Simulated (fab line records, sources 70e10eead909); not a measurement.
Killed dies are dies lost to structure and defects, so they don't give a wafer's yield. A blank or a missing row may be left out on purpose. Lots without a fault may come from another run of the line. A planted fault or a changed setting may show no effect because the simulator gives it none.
A struck lot beside a sound one | flow nand_harc | 16 steps out of a route of 1302
Sound: wafers L681.2, L681.3, L681.4. Struck: wafer L688.5. (L688.3, L688.4 of the same lot were not struck and are left out.) The cause comes at the end.
At each step with rows: each side's tool, then ch and its chambers, then its first start. Under that, the readings that differ: sound wafers | struck wafers | difference of the means | sigmas: that difference in standard deviations of wafers without a fault.
alike: readings whose means differ by less than 2 such deviations, and words and numbers that are the same on both sides. not compared: withheld readings, readings that some wafer has no value for, bounds like >300 that may hide the same value, and numbers for which the record gives no deviation and whose values overlap.
The two part at a step that has a row with sigmas, a row that says differs or no value, or rows on one side only. Numbers that don't overlap but have no deviation are shown without sigmas and don't part them. A reading that every wafer of one side lacks parts them only if that side has two wafers or more.

NHARC_A_ONON_D2_THK_MEAS_11: measures by ellipsometry.
  sound on film_metro-02, day 13 05:35; struck on film_metro-01, day 16 13:37
  alike: thk_nm
then, 1 step without rows for these wafers: NHARC_A_ONON_D2_DEP_12 (target thk 1000 nm).
NHARC_A_ONON_D2_THK_MEAS_14: measures by ellipsometry.
  sound on film_metro-02, day 13 06:08; struck on film_metro-01, day 16 14:11
  alike: thk_nm
then, 2 steps without rows for these wafers: NHARC_A_ONON_D2_ANNEAL_15 (time 3600 s); NHARC_A_ONON_D2_DEP_16 (target thk 1000 nm).
NHARC_A_ONON_D2_THK_MEAS_18: measures by ellipsometry.
  sound on film_metro-02, day 13 14:11; struck on film_metro-01, day 16 21:31
  alike: thk_nm
then, 1 step without rows for these wafers: NHARC_A_ONON_D2_DEP_19 (target thk 1000 nm).
NHARC_A_ONON_D2_THK_MEAS_21: measures by ellipsometry.
  sound on film_metro-01, day 13 14:44; struck on film_metro-01, day 16 22:05
  alike: thk_nm
then, 1 step without rows for these wafers: NHARC_A_ONON_D2_DEP_22 (target thk 1000 nm).
NHARC_A_ONON_D2_THK_MEAS_24: measures by ellipsometry.
  sound on film_metro-01, day 13 15:19; struck on film_metro-01, day 16 22:40
  alike: thk_nm
then, 1 step without rows for these wafers: NHARC_A_ONON_D2_DEP_25 (target thk 1000 nm).
NHARC_A_ONON_D2_THK_MEAS_27: measures by ellipsometry.
  sound on film_metro-01, day 13 15:53; struck on film_metro-01, day 16 23:13
  alike: thk_nm
NHARC_A_ONON_D2_DEP_28: target thk 1000 nm.
  sound on pecvd_onon-03 ch 0, day 13 15:59; struck on pecvd_onon-01 ch 0, day 16 23:23
  alike: nh3_flow_sccm
NHARC_A_ONON_D2_THK_MEAS_30: measures by ellipsometry.
  sound on film_metro-01, day 13 16:27; struck on film_metro-01, day 16 23:58
  reading     | sound          | struck | difference | sigmas
  thk_nm (nm) | 1011 1013 1012 | 1464   | +452       | +45
  not compared: hold
NHARC_A_ONON_D2_DEP_33: deposits SiO2, target thk 200 nm.
  sound on pecvd-03 ch 1,2, day 13 16:33; struck on pecvd-03 ch 0, day 17 03:05
  reading | sound | struck                   | difference                   | sigmas
  hold    | - - - | await_dispo/3.0h/release | no value on the sound wafers |
  alike: heater_power_outer_w, heater_power_w, throttle_valve_pct
-- the record jumps here: 12 days lie between the struck wafers' starts before and after (it left off in module A_ONON_D2 and takes up again in module END, whose first step shown is number 1302 of the route) --
NHARC_END_SORT_01:
  sound on prober-01 ch 0, day 25 18:24; struck on prober-02 ch 0, day 28 18:34
  reading         | sound    | struck                   | difference                   | sigmas
  hold            | - - -    | await_dispo/4.4h/release | no value on the sound wafers |
  killed_at_array | 22 24 24 | 671                      | +648                         | +31
  killed_dies     | 26 28 28 | 677                      | +650                         | +31
  alike: killed_at_other, killed_at_periphery, killed_open, killed_short

WHERE THEY PART
First at NHARC_A_ONON_D2_THK_MEAS_30; last, within this record, at NHARC_END_SORT_01.

WHY: what the simulator had put in
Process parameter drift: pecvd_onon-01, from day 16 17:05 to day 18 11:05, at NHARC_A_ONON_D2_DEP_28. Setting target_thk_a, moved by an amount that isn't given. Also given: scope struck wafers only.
